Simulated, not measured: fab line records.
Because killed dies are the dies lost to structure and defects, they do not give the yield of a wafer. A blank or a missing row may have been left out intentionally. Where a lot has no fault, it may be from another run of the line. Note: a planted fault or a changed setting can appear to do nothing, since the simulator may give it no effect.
Matching of chambers -- flow nand harc -- rie diel-09 running NHARC_A_STAIRCASE_DESCUM_312: 4 sister chambers
The step chemistry O2, time 3 s. 4 wafers are shown with their chamber, then 8 later ones without.

EACH WAFER AND ITS CHAMBER
wafer,chamber,rf vpp V (V)
L089.1,3,57.8
L089.3,0,57.1
L089.4,1,59.7
L090.4,2,58.7

WAFERS MISSING THEIR CHAMBER
wafer,rf vpp V (V)
L090.5,58.2
L090.6,58.0
L095.1,56.7
L095.4,58.1
L095.5,58.7
L093.1,58.4
L093.5,58.2
L093.6,59.0

EACH ONE'S CHAMBER
wafer,from the rows above,in truth
L090.5,can't be placed: 3 or 2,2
L090.6,can't be placed: 3 or 2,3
L095.1,0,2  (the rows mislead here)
L095.4,can't be placed: 3 or 2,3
L095.5,2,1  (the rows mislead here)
L093.1,can't be placed: 2 or 3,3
L093.5,can't be placed: 3 or 2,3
L093.6,can't be placed: 2 or 1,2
Correct placement for 0 of the 8. Unplaceable from these rows: 6, with the true chamber sitting among the candidates in 6. 2 placed wrongly.
How it was worked out, from the rows above alone: a wafer's distance from a chamber is the root of the sum, over the readings, of the square of ((its reading less the chamber's mean) divided by the reading's scatter). If the next closest chamber is less than 2 further off than the closest, the wafer can't be placed; otherwise it belongs to the closest. A chamber's mean is the mean of its shown wafers. The scatter: root of mean squared gap, hidden wafer to nearest shown wafer, with one shown wafer a chamber.
